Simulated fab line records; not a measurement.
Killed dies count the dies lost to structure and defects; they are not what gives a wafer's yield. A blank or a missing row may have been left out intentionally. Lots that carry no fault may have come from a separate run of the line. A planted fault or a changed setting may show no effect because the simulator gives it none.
A lot that was struck, set against a sound lot ; flow nand_harc ; 14 out of 1159 route steps
Sound: these wafers, L393.1, L393.3, L393.5. Struck: wafers L395.2, L395.4 (left out: L395.5, a lot-mate that was not struck); the cause follows at the end.
Per side, at each step with rows, come the tool, then ch with its chambers, and then its first start. Under that, the readings that differ: sound wafers ; struck wafers ; difference of the means ; sigmas: that difference in standard deviations of wafers without a fault.
alike: a reading whose means differ by less than 2 such deviations, as well as words and numbers matching on both sides. not compared: withheld readings; readings where some wafer has no value; bounds like >300 that might hide an equal value; numbers whose values overlap and for which the record gives no deviation.
The two part at a step that has a row with sigmas, a row that says differs or no value, or rows on one side only. When numbers do not overlap yet have no deviation, they are printed without sigmas and do not part them. Lack of a reading on every wafer of one side parts them only where that side has two or more wafers.

first, 9 steps without rows for these wafers: NHARC_THIN_TSV_PVD_24 (deposits Al, target thk 800 nm); NHARC_THIN_TSV_DEHYDRATE_25 (time 120 s); NHARC_THIN_TSV_HMDS_26 (time 30 s); NHARC_THIN_TSV_COAT_27; NHARC_THIN_TSV_SOFTBAKE_28 (time 95 s); NHARC_THIN_TSV_EBR_29; NHARC_THIN_TSV_EXPOSE_30 (exposes mask PAD); NHARC_THIN_TSV_PEB_31 (peb time 85 s); NHARC_THIN_TSV_DEVELOP_32 (time 70 s).
NHARC_THIN_TSV_CD_MEAS_33 targets a cd of 5000 nm.
  sound on cd_sem-03 ch 0, day 19 18:29; struck on cd_sem-03 ch 0, day 20 07:56
  alike: cd_nm
then, 1 step without rows for these wafers: NHARC_THIN_TSV_HARDBAKE_34 (time 80 s).
NHARC_THIN_TSV_DESCUM_35: chemistry O2, time 3 s.
  sound on rie_diel-12 ch 0,1,2, day 19 18:40; struck on rie_diel-12 ch 0,2, day 20 08:05
  alike: drypump_motor_current_A, oes_product_au, rf_vpp_V, showerhead_plenum_p_Torr, throttle_valve_pct
  not compared: rf_hours_counter_h
NHARC_THIN_TSV_ETCH_59: etches the open film in Cl2/BCl3, target depth 880 nm, time 138.1 s.
  sound on rie_metal-03 ch 1, day 19 18:46; struck on rie_metal-03 ch 0, day 20 08:15
  no value came back on the struck wafers for bias_w (W), rf_fwd_power_W (W); on the sound wafers bias_w (W) reads 100.11 99.72 100.09
reading;sound;struck;difference;sigmas
run_length_s (s);160.1 159.8 159.9;145.9 145.8;-14.1;-31
  alike: drypump_motor_current_A, oes_product_au, throttle_valve_pct
  not compared: rf_hours_counter_h
NHARC_THIN_TSV_ETCH_36: etches the open film in Cl2/BCl3, target depth 65 nm, time 18.571 s.
  sound on rie_metal-03 ch 1, day 19 19:14; struck on rie_metal-03 ch 0,1, day 20 08:29
  alike: drypump_motor_current_A, oes_product_au, run_length_s
  not compared: rf_hours_counter_h

## WHERE THEY PART
Within this record, at NHARC_THIN_TSV_ETCH_59 only. Later steps at which nothing parts them and some readings are alike: NHARC_THIN_TSV_ETCH_36.

WHY: what had been put in by the simulator
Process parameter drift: rie_metal-03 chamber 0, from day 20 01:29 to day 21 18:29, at NHARC_THIN_TSV_ETCH_59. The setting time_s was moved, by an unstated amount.
